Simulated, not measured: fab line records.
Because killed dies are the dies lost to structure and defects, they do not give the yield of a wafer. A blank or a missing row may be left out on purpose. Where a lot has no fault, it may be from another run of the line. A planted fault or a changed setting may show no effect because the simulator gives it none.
Chamber matching ; flow n5Finfet ; aldSin-02 running N5_SD_EPI_N_LINER_46: 4 sister chambers
The step material SiNx, target thk 3 nm. 8 wafers are shown with their chamber, then 11 later ones without.

== WAFERS WITH THEIR CHAMBER ==
wafer;chamber;heaterPowerW (W)
L076.6;0;856
L079.3;0;864
L080.3;3;945
L080.5;1;724
L081.1;1;739
L081.4;3;970
L081.6;2;769
L082.1;2;750

== WAFERS WITHOUT THEIR CHAMBER ==
wafer;heaterPowerW (W)
L082.4;858
L082.5;729
L090.1;984
L090.2;728
L090.3;736
L092.1;730
L092.2;857
L092.3;753
L094.1;985
L094.4;749
L094.6;752

== WHICH CHAMBER EACH ONE RAN IN ==
wafer;from the rows above;in truth
L082.4;0;0
L082.5;1;1
L090.1;3;3
L090.2;1;1
L090.3;can't be placed: 1 or 2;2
L092.1;1;1
L092.2;0;0
L092.3;can't be placed: 2 or 1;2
L094.1;3;3
L094.4;can't be placed: 2 or 1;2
L094.6;can't be placed: 2 or 1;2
Correct placement for 7 of the 11. From these rows, 4 cannot be placed; in 4 the true chamber is one of the candidates. 0 placed wrongly.
How it was worked out, from the rows above alone: a wafer's distance from a chamber is the root of the sum, over the readings, of the square of ((its reading less the chamber's mean) divided by the reading's scatter). The wafer belongs to the nearest chamber; if the next one is less than 2 further off, it can't be placed. A chamber's mean is the mean of its shown wafers. The scatter is the square root of a quotient: the sum, over the shown wafers, of each reading's squared deviation from its chamber's mean, divided by wafers minus chambers.
